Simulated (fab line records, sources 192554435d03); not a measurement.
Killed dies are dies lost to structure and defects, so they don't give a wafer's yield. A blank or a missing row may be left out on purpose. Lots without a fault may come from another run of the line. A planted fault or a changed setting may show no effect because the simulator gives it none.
fab line records | flow n5_finfet
record lots=5 wafers=15 last_day=16
route steps=1938 shown SDB@351
lots that met no fault: from a run of the same line without faults
start_h: hours from the record's first day to the start of the lot's first wafer shown | wait_h: hours since the lot's step before | " the same as in the row above | L1.1+2: a row that stands for several wafers | - no value, or no start given | * or withheld: withheld | < > ~ a bound
route shown NAME@n: a module of which the file shows steps, and the number in the route of the first | usual: mean/standard deviation of fault-free wafers | same: alike in all rows | chamber/n: place in a boat | sites: the reading at each site | _std_site: their standard deviation | _edge_site: outer sites' mean less inner sites' | radius_mm: how far each site lies from the wafer's centre | mask NAME#n: copy n | behind: the tool/chamber that last shaped the wafer | hold: why the lot was held/for how many hours/how that ended | device: the transistor (n, p or np) that didn't switch | end of line: the same wafers' tests at the end of the route | a step without rows: its recipe alone | killed: dies lost to structure and defects at the first sort, not the wafer's yield | map: a wafer's dies, x killed, . not, _ none there
set.NAME: the setting as run; set.NAME@STEP: as run at that earlier step | model.NAME: the simulator's own value behind a step, which no gauge read
lots at some steps of the route; a table a step, a row a wafer
services: from which hour (start_h, from the record's first day; less than 0 if before it) a tool's chamber was out of use, for how many hours, and why
## steps
# step N5_SDB_EBR_07
# recipe solvent=PGMEA ebr_width_mm=1.5
# usual chill_plate_temp_C=22.98/0.11
# columns lot.wafer tool chamber start_h wait_h chill_plate_temp_C
L076.1 litho_track-05 0 - - 22.92
L076.4 " 0 " " 22.96
L076.6 " 0 " " 22.89
L085.1 litho_track-01 0 - - 22.97
L085.3 " 0 " " 22.88
L085.5 " 0 " " 22.86
L089.4 litho_track-01 0 - - 22.81
L089.5 " 0 " " 22.92
L089.6 " 0 " " 23.06
L090.4 litho_track-01 0 - - 23.11
L090.5 " 0 " " 22.90
L090.6 " 0 " " 23.02
L093.2 litho_track-05 0 - - 23.16
L093.3 " 0 " " 23.21
L093.4 " 0 " " 22.99
# step N5_SDB_SOFTBAKE_06
# recipe temp_c=110 time_s=60 resist=CAR-ArF
# usual chill_plate_temp_C=23.00/0.1
# columns lot.wafer tool chamber start_h wait_h chill_plate_temp_C
L076.1 litho_track-05 0 - - 23.00
L076.4 " 0 " " 23.09
L076.6 " 0 " " 23.06
L085.1 litho_track-01 0 - - 22.99
L085.3 " 0 " " 23.05
L085.5 " 0 " " 22.98
L089.4 litho_track-01 0 - - 22.93
L089.5 " 0 " " 23.00
L089.6 " 0 " " 23.02
L090.4 litho_track-01 0 - - 22.94
L090.5 " 0 " " 22.92
L090.6 " 0 " " 22.99
L093.2 litho_track-05 0 - - 23.01
L093.3 " 0 " " 23.01
L093.4 " 0 " " 23.18
# step N5_SDB_EXPOSE_08
# recipe mask_id=SDB na=1.35 source_shape=conventional sigma_outer=0.5 polarization=unpolarized dose_mj=49.6
# columns lot.wafer tool chamber start_h wait_h mask
L076.1+4+6 arfi_scanner-01 0 76.22 - SDB#0
L085.1+3+5 arfi_scanner-03 0 131.82 - SDB#0
L089.4+5+6 arfi_scanner-02 0 156.79 - SDB#0
L090.4+5+6 arfi_scanner-01 0 159.90 - SDB#0
L093.2+3+4 arfi_scanner-03 0 179.11 - SDB#0
# step N5_SDB_PEB_09
# recipe peb_temp_c=withheld peb_time_s=60 resist=CAR-ArF
# usual chill_plate_temp_C=22.99/0.1
# columns lot.wafer tool chamber start_h wait_h chill_plate_temp_C
L076.1 litho_track-05 0 76.28 0.1 22.91
L076.4 " 0 " " 22.95
L076.6 " 0 " " 22.90
L085.1 litho_track-01 0 131.88 0.1 23.09
L085.3 " 0 " " 23.13
L085.5 " 0 " " 23.09
L089.4 litho_track-05 0 156.83 0.0 23.06
L089.5 " 0 " " 22.96
L089.6 " 0 " " 23.06
L090.4 litho_track-01 0 159.94 0.0 22.93
L090.5 " 0 " " 22.95
L090.6 " 0 " " 22.91
L093.2 litho_track-02 0 179.16 0.0 22.98
L093.3 " 0 " " 22.99
L093.4 " 0 " " 22.94
# step N5_SDB_DEVELOP_10
# recipe develop_time_s=30 developer=TMAH resist=CAR-ArF rinse_liquid=diw dry=air_spin dev_temp_c=23
# usual chill_plate_temp_C=23.00/0.11
# columns lot.wafer tool chamber start_h wait_h chill_plate_temp_C
L076.1 litho_track-05 0 - - 23.15
L076.4 " 0 " " 23.15
L076.6 " 0 " " 23.18
L085.1 litho_track-01 0 - - 22.96
L085.3 " 0 " " 22.85
L085.5 " 0 " " 23.10
L089.4 litho_track-05 0 - - 22.91
L089.5 " 0 " " 23.09
L089.6 " 0 " " 23.07
L090.4 litho_track-01 0 - - 22.98
L090.5 " 0 " " 23.07
L090.6 " 0 " " 23.13
L093.2 litho_track-02 0 - - 23.27
L093.3 " 0 " " 23.21
L093.4 " 0 " " 23.21
# step N5_SDB_CD_MEAS_11
# recipe target_cd_nm=50 landing_energy_ev=500 detector=se_inlens polarity=opening
# usual cd_nm=49.8/1.1
# columns lot.wafer tool chamber start_h wait_h cd_nm
L076.1 cd_sem-03 0 76.34 - 49.2
L076.4 " 0 " " 49.9
L076.6 " 0 " " 50.1
L085.1 cd_sem-02 0 131.94 - 49.5
L085.3 " 0 " " 50.6
L085.5 " 0 " " 51.1
L089.4 cd_sem-03 0 156.90 - 48.1
L089.5 " 0 " " 48.8
L089.6 " 0 " " 47.9
L090.4 cd_sem-01 0 160.01 - 49.6
L090.5 " 0 " " 50.5
L090.6 " 0 " " 52.0
L093.2 cd_sem-02 0 179.23 - 48.8
L093.3 " 0 " " 47.0
L093.4 " 0 " " 48.0
# step N5_SDB_OVL_MEAS_12
# recipe points_per_wafer=44
# usual SDB_OVL=-0.4/0.76
# columns lot.wafer tool chamber start_h wait_h SDB_OVL[nm]
L076.1 overlay-01 0 76.37 0.0 0.1
L076.4 " 0 " " -0.1
L076.6 " 0 " " -0.5
L085.1 overlay-01 0 131.97 0.0 0.0
L085.3 " 0 " " 0.7
L085.5 " 0 " " -0.3
L089.4 overlay-01 0 156.93 0.0 -1.2
L089.5 " 0 " " 0.5
L089.6 " 0 " " -0.4
L090.4 overlay-02 0 160.04 0.0 -0.7
L090.5 " 0 " " -0.9
L090.6 " 0 " " -1.4
L093.2 overlay-02 0 179.26 0.0 -1.9
L093.3 " 0 " " -1.1
L093.4 " 0 " " -2.1
# step N5_SDB_INSPECT_13
# recipe mode=adi inspect_instrument=brightfield
# usual raw_defect_count=76/34
# columns lot.wafer tool chamber start_h wait_h raw_defect_count
L076.1 defect_inspect-02 - 76.40 0.0 84
L076.4 " - " " 74
L076.6 " - " " 99
L085.1 defect_inspect-01 - 132.00 0.0 28
L085.3 " - " " 41
L085.5 " - " " 70
L089.4 defect_inspect-02 - 156.95 0.0 62
L089.5 " - " " 36
L089.6 " - " " 45
L090.4 defect_inspect-02 - 160.06 0.0 53
L090.5 " - " " 98
L090.6 " - " " 54
L093.2 defect_inspect-02 - 179.28 0.0 73
L093.3 " - " " 64
L093.4 " - " " 94
# step N5_SDB_DESCUM_16
# recipe chemistry=O2 time_s=7.9 source_power_w=50 bias_power_w=20 pressure_mtorr=20 rf_frequency_hz=2.712e+07 temp_c=40 resist=CAR-ArF o2_flow_sccm=225
# usual drypump_motor_current_A=5.6/0.51 oes_product_au=0.78/0.096 rf_vpp_V=243.0/1.4 showerhead_plenum_p_Torr=2.08/0.064 throttle_valve_pct=20.44/0.23
# columns lot.wafer tool chamber start_h wait_h drypump_motor_current_A oes_product_au rf_hours_counter_h rf_vpp_V showerhead_plenum_p_Torr throttle_valve_pct
L076.1 rie_diel-03 2 76.43 0.0 5.8 0.73 182 242.6 2.09 20.47
L076.4 " 2 " " 5.9 0.73 - 243.0 2.09 20.44
L076.6 " 1 " " 5.3 0.87 - 242.5 2.07 20.23
L085.1 rie_diel-03 2 132.03 0.0 5.9 0.72 202 244.1 2.09 20.49
L085.3 " 0 " " 6.1 0.92 17 243.1 2.06 20.69
L085.5 " 0 " " 6.1 0.93 - 241.5 2.06 20.71
L089.4 rie_diel-04 0 157.00 0.0 5.0 0.69 - 243.0 2.04 20.52
L089.5 " 3 " " 6.2 0.69 - 242.7 2.06 20.54
L089.6 " 1 " " 6.0 0.74 - 243.6 2.17 20.83
L090.4 rie_diel-04 0 160.11 0.0 5.0 0.68 - 242.8 2.04 20.52
L090.5 " 3 " " 6.2 0.69 - 242.5 2.06 20.53
L090.6 " 1 " " 6.0 0.74 - 243.8 2.17 20.82
L093.2 rie_diel-02 2 179.32 0.0 5.1 0.85 60 241.7 2.04 20.33
L093.3 " 3 " " 5.3 0.91 30 246.2 2.23 20.27
L093.4 " 0 " " 5.1 0.70 - 239.7 1.97 20.86
# step N5_SDB_ETCH_17
# recipe chemistry=CF4 target=SiARC target_depth_a=234 mask_material=CAR-ArF time_s=39 ion_energy_ev=80 pressure_mtorr=40 source_w=545 bias_w=36 Ar_flow_sccm=100 cf4_flow_sccm=100 ends=cleared
# usual bias_w=36.02/0.11 drypump_motor_current_A=5.6/0.5 etch_rf_on_time_s=39.2/0.7 mfc_ar_sccm=100.04/0.28 oes_product_au=0.67/0.081 rf_vpp_V=183.9/1.1 showerhead_plenum_p_Torr=2.13/0.065 throttle_valve_pct=15.61/0.26
# columns lot.wafer tool chamber start_h wait_h bias_w drypump_motor_current_A etch_rf_on_time_s mfc_ar_sccm oes_product_au rf_hours_counter_h rf_vpp_V showerhead_plenum_p_Torr throttle_valve_pct
L076.1 rie_diel-03 2 76.47 0.0 35.99 5.9 39.6 100.22 0.63 182 183.7 2.12 15.57
L076.4 " 2 " " 36.05 5.9 39.5 100.21 0.63 - 184.8 2.12 15.57
L076.6 " 1 " " 36.06 5.3 39.4 99.82 0.74 - 186.1 2.10 15.28
L085.1 rie_diel-03 2 132.07 0.0 36.02 5.8 39.5 100.60 0.61 202 184.0 2.11 15.61
L085.3 " 0 " " 35.97 6.1 37.9 100.22 0.79 17 183.0 2.10 15.70
L085.5 " 0 " " 35.95 6.1 38.4 99.91 0.78 - 185.5 2.10 15.72
L089.4 rie_diel-04 0 157.03 0.0 35.90 5.0 39.4 100.17 0.59 - 184.1 2.10 15.86
L089.5 " 3 " " 36.00 6.2 40.0 100.22 0.59 - 182.8 2.09 15.67
L089.6 " 1 " " 35.94 6.0 39.4 100.11 0.62 - 185.3 2.21 15.93
L090.4 rie_diel-04 0 160.15 0.0 35.89 5.0 39.2 100.11 0.59 - 183.2 2.10 15.87
L090.5 " 3 " " 35.98 6.2 39.4 100.20 0.58 - 182.3 2.09 15.68
L090.6 " 1 " " 35.78 6.0 39.0 100.41 0.63 - 184.7 2.21 15.93
L093.2 rie_diel-02 2 179.35 0.0 35.97 5.1 39.2 100.20 0.71 60 182.6 2.08 15.39
L093.3 " 3 " " 36.12 5.3 38.8 99.96 0.78 30 184.3 2.26 15.33
L093.4 " 0 " " 36.08 5.1 39.7 100.12 0.60 - 180.6 2.04 16.10
# step N5_SDB_ETCH_18
# recipe chemistry=N2/H2 target=SOC target_depth_a=1000 overetch_a=200 mask_material=SiARC temp_c=40 time_s=150 ion_energy_ev=200 pressure_mtorr=30 source_w=840 bias_w=150 n2_flow_sccm=200 h2_flow_sccm=200
# usual bias_w=150.0/0.43 drypump_motor_current_A=5.6/0.51 oes_product_au=0.70/0.08 rf_vpp_V=523.6/2.4 showerhead_plenum_p_Torr=2.54/0.079 throttle_valve_pct=17.85/0.29
# columns lot.wafer tool chamber start_h wait_h bias_w drypump_motor_current_A oes_product_au rf_hours_counter_h rf_vpp_V showerhead_plenum_p_Torr throttle_valve_pct
L076.1 rie_diel-03 2 76.50 0.0 149.4 5.9 0.66 182 524.5 2.53 17.92
L076.4 " 2 " " 149.7 5.9 0.66 - 524.0 2.53 17.92
L076.6 " 1 " " 149.8 5.3 0.79 - 522.9 2.48 17.37
L085.1 rie_diel-03 2 132.10 0.0 149.7 5.9 0.64 202 524.9 2.52 17.94
L085.3 " 0 " " 150.5 6.2 0.82 17 521.8 2.49 17.96
L085.5 " 0 " " 150.8 6.1 0.81 - 522.5 2.49 17.98
L089.4 rie_diel-04 0 157.12 0.1 150.5 5.0 0.62 - 522.8 2.53 18.34
L089.5 " 3 " " 150.5 6.2 0.62 - 523.4 2.50 17.86
L089.6 " 1 " " 150.2 6.0 0.65 - 527.0 2.63 18.19
L090.4 rie_diel-04 0 160.23 0.1 149.8 5.0 0.62 - 523.0 2.53 18.32
L090.5 " 3 " " 150.2 6.1 0.62 - 522.8 2.50 17.85
L090.6 " 1 " " 149.4 6.0 0.66 - 525.8 2.63 18.19
L093.2 rie_diel-02 2 179.39 0.0 149.7 5.1 0.75 60 521.8 2.49 17.77
L093.3 " 3 " " 150.1 5.3 0.81 30 528.4 2.69 17.46
L093.4 " 0 " " 149.7 5.1 0.64 - 519.8 2.40 18.20
# step N5_SDB_STRIP_19
# recipe chemistry=N2/H2 temp_c=40 n2_flow_sccm=200 h2_flow_sccm=200 rf_frequency_hz=6e+07
# columns lot.wafer tool chamber start_h wait_h
L076.1+4+6 rie_diel-03 2,2,1 76.63 0.1
L085.1+3+5 rie_diel-03 2,0,0 132.23 0.1
L089.4+5+6 rie_diel-04 0,3,1 157.19 0.0
L090.4+5+6 rie_diel-04 0,3,1 160.30 0.0
L093.2+3+4 rie_diel-02 2,3,0 179.51 0.1
# step N5_SDB_STRIP_21
# recipe chemistry=CF4 resist=SiARC power_w=300 bias_power_w=75 pressure_mtorr=50 cf4_flow_sccm=150 rf_frequency_hz=6e+07
# usual drypump_motor_current_A=5.6/0.5 oes_product_au=0.78/0.088 rf_vpp_V=271.1/1.3 showerhead_plenum_p_Torr=1.78/0.053 throttle_valve_pct=13.60/0.27
# columns lot.wafer tool chamber start_h wait_h drypump_motor_current_A oes_product_au rf_hours_counter_h rf_vpp_V showerhead_plenum_p_Torr throttle_valve_pct
L076.1 rie_diel-03 2 76.64 0.0 5.9 0.73 182 270.9 1.77 13.59
L076.4 " 2 " " 5.9 0.73 - 271.1 1.77 13.61
L076.6 " 1 " " 5.3 0.87 - 270.6 1.76 13.25
L085.1 rie_diel-03 2 132.24 0.0 5.8 0.72 202 270.2 1.77 13.65
L085.3 " 0 " " 6.2 0.90 17 268.7 1.76 13.61
L085.5 " 0 " " 6.2 0.90 - 270.2 1.76 13.62
L089.4 rie_diel-04 0 157.20 0.0 5.0 0.68 - 271.1 1.77 13.91
L089.5 " 3 " " 6.2 0.69 - 270.4 1.75 13.70
L089.6 " 1 " " 6.0 0.73 - 271.8 1.85 13.90
L090.4 rie_diel-04 0 160.31 0.0 5.0 0.68 - 269.7 1.77 13.89
L090.5 " 3 " " 6.2 0.69 - 271.1 1.75 13.69
L090.6 " 1 " " 6.0 0.73 - 272.7 1.85 13.89
L093.2 rie_diel-02 2 179.52 0.0 5.2 0.83 60 270.5 1.74 13.34
L093.3 " 3 " " 5.3 0.90 30 272.7 1.88 13.24
L093.4 " 0 " " 5.1 0.70 - 269.3 1.71 14.08
# step N5_SDB_HM_OPEN_20
# recipe chemistry=CH3F/O2 target=SiNx mask_material=SOC target_depth_a=240 stop_on=poly-Si over_etch_frac=0.4 ion_energy_ev=120 pressure_mtorr=30 source_w=395 bias_w=73 Ar_flow_sccm=150 CH3F_flow_sccm=30 O2_flow_sccm=20
# usual bias_w=72.97/0.21 drypump_motor_current_A=5.6/0.5 mfc_ar_sccm=150.1/0.48 oes_product_au=0.64/0.073 rf_vpp_V=301/5.5 showerhead_plenum_p_Torr=1.99/0.064 throttle_valve_pct=16.34/0.25
# columns lot.wafer tool chamber start_h wait_h bias_w drypump_motor_current_A mfc_ar_sccm oes_product_au rf_hours_counter_h rf_vpp_V showerhead_plenum_p_Torr throttle_valve_pct
L076.1 rie_diel-03 2 76.66 0.0 73.09 5.9 150.1 0.60 182 311 1.98 16.31
L076.4 " 2 " " 72.81 5.9 149.7 0.61 - 311 1.98 16.30
L076.6 " 1 " " 72.80 5.3 150.2 0.72 - 306 1.95 16.00
L085.1 rie_diel-03 2 132.26 0.0 72.97 5.9 150.4 0.58 202 311 1.98 16.32
L085.3 " 0 " " 73.13 6.1 149.2 0.72 17 305 1.96 16.45
L085.5 " 0 " " 73.43 6.1 150.2 0.74 - 307 1.96 16.46
L089.4 rie_diel-04 0 157.24 0.0 72.84 5.0 150.7 0.57 - 300 1.95 16.54
L089.5 " 3 " " 72.67 6.2 149.6 0.58 - 298 1.96 16.44
L089.6 " 1 " " 72.90 6.0 150.4 0.62 - 305 2.07 16.71
L090.4 rie_diel-04 0 160.35 0.0 72.80 5.0 150.2 0.57 - 303 1.95 16.53
L090.5 " 3 " " 73.08 6.1 149.9 0.59 - 298 1.96 16.44
L090.6 " 1 " " 73.15 6.0 149.4 0.60 - 305 2.07 16.72
L093.2 rie_diel-02 2 179.54 0.0 72.91 5.1 150.9 0.67 60 295 1.94 16.13
L093.3 " 3 " " 73.08 5.3 150.3 0.75 30 304 2.13 16.12
L093.4 " 0 " " 73.07 5.1 150.3 0.59 - 298 1.90 16.85
# step N5_SDB_STRIP_22
# recipe chemistry=N2/H2 power_w=1000 temp_c=250 h2_frac=0.65 overash_fraction=0.3 pressure_mtorr=withheld n2_flow_sccm=1750 h2_flow_sccm=3250
# usual drypump_motor_current_A=5.6/0.34 heater_power_w=375/20 oes_product_au=0.715/0.0043 strip_time_to_endpoint_s=96.3/0.44
# columns lot.wafer tool chamber start_h wait_h drypump_motor_current_A heater_power_w oes_product_au rf_hours_counter_h strip_time_to_endpoint_s
L076.1 plasma_asher-01 0 76.74 0.1 5.1 353 0.717 83 96.5
L076.4 " 0 " " 5.1 354 0.711 - 96.7
L076.6 " 0 " " 5.1 369 0.716 - 96.6
L085.1 plasma_asher-02 1 132.34 0.1 5.4 368 0.717 49 95.9
L085.3 " 1 " " 5.4 359 0.717 - 95.7
L085.5 " 0 " " 5.7 386 0.716 - 95.5
L089.4 plasma_asher-02 0 157.33 0.1 5.7 374 0.718 - 96.3
L089.5 " 1 " " 5.4 365 0.717 - 96.2
L089.6 " 0 " " 5.6 377 0.709 - 95.6
L090.4 plasma_asher-02 1 160.44 0.1 5.4 365 0.712 - 96.5
L090.5 " 1 " " 5.4 358 0.710 - 96.5
L090.6 " 0 " " 5.6 383 0.714 - 96.3
L093.2 plasma_asher-02 1 179.62 0.1 5.4 363 0.722 58 96.6
L093.3 " 0 " " 5.7 385 0.714 - 96.6
L093.4 " 1 " " 5.4 358 0.716 - 97.1
# step N5_SDB_PRECLEAN_23
# recipe chemistry=dHF time_s=30 temp_c=25 dilution=withheld
# columns lot.wafer tool chamber start_h wait_h
L076.1+4+6 wet_bench-01 5,4,1 76.89 0.1
L085.1+3+5 wet_bench-03 4,1,5 132.49 0.1
L089.4+5+6 wet_bench-03 5,1,4 157.44 0.1
L090.4+5+6 wet_bench-02 7,3,2 160.55 0.1
L093.2+3+4 wet_bench-01 3,0,6 179.77 0.1
# step N5_SDB_DUMMY_REMOVE_24
# recipe chemistry=TMAH temp_c=70 target=poly-Si stop_on=SiO2 target_depth_nm=142 conc_wt_pct=5 time_s=57 dry=ipa_marangoni rinse_time_s=30 rinse_temp_c=23
# columns lot.wafer tool chamber start_h wait_h
L076.1+4+6 wet_bench-01 5,4,1 76.90 0.0
L085.1+3+5 wet_bench-03 4,1,5 132.50 0.0
L089.4+5+6 wet_bench-03 5,1,4 157.45 0.0
L090.4+5+6 wet_bench-02 7,3,2 160.56 0.0
L093.2+3+4 wet_bench-01 3,0,6 179.78 0.0
# step N5_SDB_ETCH_25
# recipe chemistry=C4F6/O2 target=SiO2 target_depth_a=100 time_s=3.3 ion_energy_ev=250 mask_material=SiNx pressure_mtorr=30 source_w=345 bias_w=185 Ar_flow_sccm=300 C4F6_flow_sccm=10 O2_flow_sccm=10
# usual C4F6_flow_sccm=10.000/0.028 bias_w=185.0/0.53 drypump_motor_current_A=5.5/0.5 mfc_ar_sccm=299.9/0.84 oes_product_au=0.78/0.098 rf_vpp_V=673/11 showerhead_plenum_p_Torr=2.83/0.092 throttle_valve_pct=21.20/0.27
# columns lot.wafer tool chamber start_h wait_h C4F6_flow_sccm bias_w drypump_motor_current_A mfc_ar_sccm oes_product_au rf_hours_counter_h rf_vpp_V showerhead_plenum_p_Torr throttle_valve_pct
L076.1 rie_diel-04 1 76.99 0.1 9.964 184.5 6.0 301.0 0.76 159 684 2.96 21.54
L076.4 " 2 " " 9.933 185.1 5.1 300.9 0.73 228 666 2.81 21.20
L076.6 " 0 " " 9.996 185.4 4.9 297.9 0.71 - 677 2.80 21.25
L085.1 rie_diel-02 1 132.56 0.0 10.006 185.5 6.5 301.0 0.68 238 665 2.79 20.81
L085.3 " 2 " " 10.014 184.6 5.1 299.7 0.87 41 657 2.77 20.94
L085.5 " 3 " " 9.982 185.3 5.3 299.0 0.97 - 681 3.03 20.99
L089.4 rie_diel-04 0 157.55 0.1 10.023 184.9 4.9 300.4 0.68 - 677 2.78 21.30
L089.5 " 3 " " 10.051 185.1 6.2 298.3 0.69 - 666 2.79 21.15
L089.6 " 1 " " 10.019 184.4 6.0 298.9 0.74 - 684 2.95 21.58
L090.4 rie_diel-02 2 160.63 0.0 9.998 184.6 5.1 300.2 0.86 52 658 2.77 20.97
L090.5 " 2 " " 9.971 185.2 5.1 298.8 0.85 - 657 2.77 20.96
L090.6 " 1 " " 10.007 186.1 6.4 299.0 0.67 - 666 2.79 20.82
L093.2 rie_diel-04 3 179.84 0.0 9.997 185.4 6.2 299.7 0.95 1 668 2.79 20.73
L093.3 " 1 " " 9.998 184.6 6.0 299.7 0.73 198 683 2.95 21.60
L093.4 " 3 " " 9.962 185.4 6.2 300.7 0.96 - 668 2.79 20.73
# step N5_SDB_CUT_ETCH_26
# recipe chemistry=HBr/Cl2/O2 target=Si target_depth_a=1296 bt_time_s=20 mask_material=SiNx time_s=51.8 ion_energy_ev=* bias_w=* pressure_mtorr=10 icp_w=800 HBr_flow_sccm=150 Cl2_flow_sccm=80 O2_flow_sccm=12
# usual bias_w=* drypump_motor_current_A=5.8/0.39 oes_product_au=0.999/0.019 throttle_valve_pct=37.2/0.38
# columns lot.wafer tool chamber start_h wait_h bias_w drypump_motor_current_A oes_product_au rf_hours_counter_h throttle_valve_pct
L076.1 rie_si-03 3 77.09 0.1 * 5.9 1.005 76 37.1
L076.4 " 1 " " * 5.0 0.977 - 37.2
L076.6 " 3 " " * 5.8 1.003 - 37.1
L085.1 rie_si-04 3 132.65 0.1 * 5.9 0.994 196 36.5
L085.3 " 0 " " * 5.9 0.980 126 37.4
L085.5 " 2 " " * 6.0 1.030 - 37.8
L089.4 rie_si-03 0 157.60 0.0 * 6.2 1.019 7 36.8
L089.5 " 0 " " * 6.2 1.018 - 36.8
L089.6 " 1 " " * 5.0 0.984 - 37.2
L090.4 rie_si-03 1 160.71 0.1 * 5.0 0.981 102 37.2
L090.5 " 2 " " * 6.0 1.015 - 36.9
L090.6 " 3 " " * 5.9 0.999 - 37.1
L093.2 rie_si-02 3 179.93 0.1 * 5.6 1.021 132 36.7
L093.3 " 2 " " * 4.9 1.021 77 37.5
L093.4 " 0 " " * 5.3 0.985 6 37.3
# step N5_SDB_PRECLEAN_38
# recipe chemistry=dHF time_s=10 dilution=750:1 temp_c=25
# columns lot.wafer tool chamber start_h wait_h
L076.1+4+6 wet_bench-01 3,5,4 77.20 0.1
L085.1+3+5 wet_bench-01 7,6,1 132.76 0.1
L089.4+5+6 wet_bench-02 7,6,5 157.71 0.1
L090.4+5+6 wet_bench-02 1,0,4 160.83 0.1
L093.2+3+4 wet_bench-02 3,5,6 180.04 0.1
# step N5_SDB_PRECLEAN_39
# recipe chemistry=O3/DIW time_s=45 temp_c=22 o3_ppm=10
# usual o3_ppm=9.99/0.092
# columns lot.wafer tool chamber start_h wait_h o3_ppm
L076.1 wet_bench-01 3 77.21 0.0 10.12
L076.4 " 5 " " 10.00
L076.6 " 4 " " 10.14
L085.1 wet_bench-01 7 132.77 0.0 9.94
L085.3 " 6 " " 9.86
L085.5 " 1 " " 10.13
L089.4 wet_bench-02 7 157.72 0.0 9.92
L089.5 " 6 " " 9.93
L089.6 " 5 " " 10.01
L090.4 wet_bench-02 1 160.83 0.0 9.86
L090.5 " 0 " " 9.97
L090.6 " 4 " " 9.93
L093.2 wet_bench-02 3 180.05 0.0 10.20
L093.3 " 5 " " 9.89
L093.4 " 6 " " 10.02
# step N5_SDB_SRD_28
# recipe dry=ipa_marangoni time_s=30 temp_c=23 rinse_liquid=diw
# columns lot.wafer tool chamber start_h wait_h
L076.1+4+6 wet_bench-01 3,5,4 77.22 0.0
L085.1+3+5 wet_bench-01 7,6,1 132.78 0.0
L089.4+5+6 wet_bench-02 7,6,5 157.73 0.0
L090.4+5+6 wet_bench-02 1,0,4 160.85 0.0
L093.2+3+4 wet_bench-02 3,5,6 180.06 0.0
# step N5_SDB_ALD_29
# recipe material=SiNx target_thk_a=300 temp_c=400 ald_precursor_family=SiH2I2 ald_co_reactant=N2/H2-plasma pulse_time_s=1 ald_cycles=600 purge_time_s=2 co_reactant_purge_time_s=2 pressure_torr=2
# usual heater_power_w=840/100 precursor_pulse_height_rel=1.001/0.021
# columns lot.wafer tool chamber start_h wait_h heater_power_w precursor_pulse_height_rel
L076.1 ald_sin-03 0 77.27 0.0 895 0.976
L076.4 " 3 " " 1093 1.030
L076.6 " 3 78.62 1.4 1070 0.991
L085.1 ald_sin-02 3 132.89 0.1 854 1.013
L085.3 " 2 " " 757 0.976
L085.5 " 3 134.24 1.4 857 1.005
L089.4 ald_sin-02 2 158.04 0.3 766 0.995
L089.5 " 0 159.39 1.6 697 0.934
L089.6 " 1 " " 963 0.990
L090.4 ald_sin-04 2 162.25 1.4 966 0.984
L090.5 " 3 " " 775 1.015
L090.6 " 0 " " 873 1.003
L093.2 ald_sin-02 0 180.74 0.7 682 0.989
L093.3 " 3 " " 864 0.999
L093.4 " 1 " " 925 1.001
# step N5_SDB_CMP_30
# recipe stop_on=poly-Si t_overpolish_s=1.54 post_cmp_clean=alkaline_brush down_force_psi=4.1491 platen_rpm=51.796 pad_velocity_m_s=1.0306 target_thk_nm=30
# usual motor_current_A=12.0/1.5 overpolish_run_s=1.539/0.01 pad_life_wafers=1024/590 slurry_flow_ml_min=149.9/0.46 time_to_endpoint_s=16.4/2.4
# columns lot.wafer tool chamber start_h wait_h motor_current_A overpolish_run_s pad_life_wafers slurry_flow_ml_min time_to_endpoint_s
L076.1 cmp-03 1 80.18 1.6 14.3 1.543 2011 149.8 13.2
L076.4 " 3 " " 10.7 1.543 2013 150.1 20.4
L076.6 " 0 " " 10.6 1.532 - 149.8 17.2
L085.1 cmp-03 0 135.62 1.4 10.5 1.546 402 150.6 19.1
L085.3 " 3 " " 11.2 1.534 405 149.7 18.4
L085.5 " 1 " " 14.5 1.535 - 150.5 15.4
L089.4 cmp-03 0 160.77 1.4 10.3 1.538 600 149.3 16.7
L089.6 " 0 " " 10.9 1.562 - 149.3 16.1
L089.5 " 1 " " 14.2 1.506 - 150.2 12.9
L090.4 cmp-02 3 163.70 0.1 13.8 1.545 224 150.2 17.5
L090.6 " 1 " " 10.1 1.532 - 149.9 15.6
L090.5 " 2 " " 11.0 1.545 - 149.9 17.7
L093.3 cmp-03 3 183.47 1.4 10.8 1.537 780 149.5 19.6
L093.2 " 0 " " 10.5 1.541 781 149.4 13.5
L093.4 " 1 " " 14.8 1.540 782 150.1 12.3
# step N5_SDB_THK_MEAS_31
# recipe reads=a-Si_of_DUMMY_GATE_CVD_03
# usual SDB_THK=63.7/1.2
# columns lot.wafer tool chamber start_h wait_h SDB_THK[nm]
L076.1 film_metro-02 - 80.43 - 62.3
L076.4 " - " " 60.6
L076.6 " - " " 62.2
L085.1 film_metro-01 - 135.91 - 64.1
L085.3 " - " " 62.5
L085.5 " - " " 64.4
L089.4 film_metro-02 - 161.07 - 63.4
L089.5 " - " " 66.2
L089.6 " - " " 63.3
L090.4 film_metro-02 - 163.93 - 61.9
L090.5 " - " " 61.6
L090.6 " - " " 62.9
L093.2 film_metro-01 - 183.77 - 66.6
L093.3 " - " " 64.4
L093.4 " - " " 62.6
# step N5_SDB_INSPECT_36
# recipe inspect_instrument=darkfield mode=post_cmp
# usual raw_defect_count=43/26
# columns lot.wafer tool chamber start_h wait_h raw_defect_count
L076.1 defect_inspect-01 - 80.46 0.0 27
L076.4 " - " " 43
L076.6 " - " " 28
L085.1 defect_inspect-02 - 135.94 0.0 37
L085.3 " - " " 17
L085.5 " - " " 32
L089.4 defect_inspect-02 - 161.10 0.0 20
L089.5 " - " " 34
L089.6 " - " " 39
L090.4 defect_inspect-02 - 163.95 0.0 44
L090.5 " - " " 26
L090.6 " - " " 49
L093.2 defect_inspect-01 - 183.79 0.0 40
L093.3 " - " " 35
L093.4 " - " " 44
## services
# columns tool chamber start_h hours kind
rie_si-03 1 59.21 1.6 repair
ald_sin-02 1 60.81 2.9 repair
arfi_scanner-01 - 62.04 1.0 pm
rie_diel-03 0 63.04 1.6 repair
arfi_scanner-02 - 63.38 1.3 pm
plasma_asher-02 - 63.86 1.7 repair
arfi_scanner-01 - 70.85 1.3 pm
rie_si-03 2 75.40 5.5 repair
plasma_asher-02 - 78.70 2.8 pm
arfi_scanner-01 - 85.38 0.8 pm
cmp-03 - 85.91 4.0 pm
arfi_scanner-03 - 86.02 1.0 pm
arfi_scanner-01 - 97.96 36.0 pm
rie_si-03 2 98.76 11.3 repair
arfi_scanner-03 - 101.09 0.9 repair
arfi_scanner-03 - 115.27 0.8 pm
rie_diel-03 1 129.58 13.2 repair
wet_bench-02 - 132.77 1.5 repair
arfi_scanner-03 - 133.96 1.3 pm
cmp-03 - 138.26 2.5 repair
wet_bench-01 - 159.16 4.4 pm
rie_si-03 0 175.47 5.9 repair
cmp-03 - 176.83 0.3 repair
cmp-03 - 177.29 0.4 repair
## key
fault none
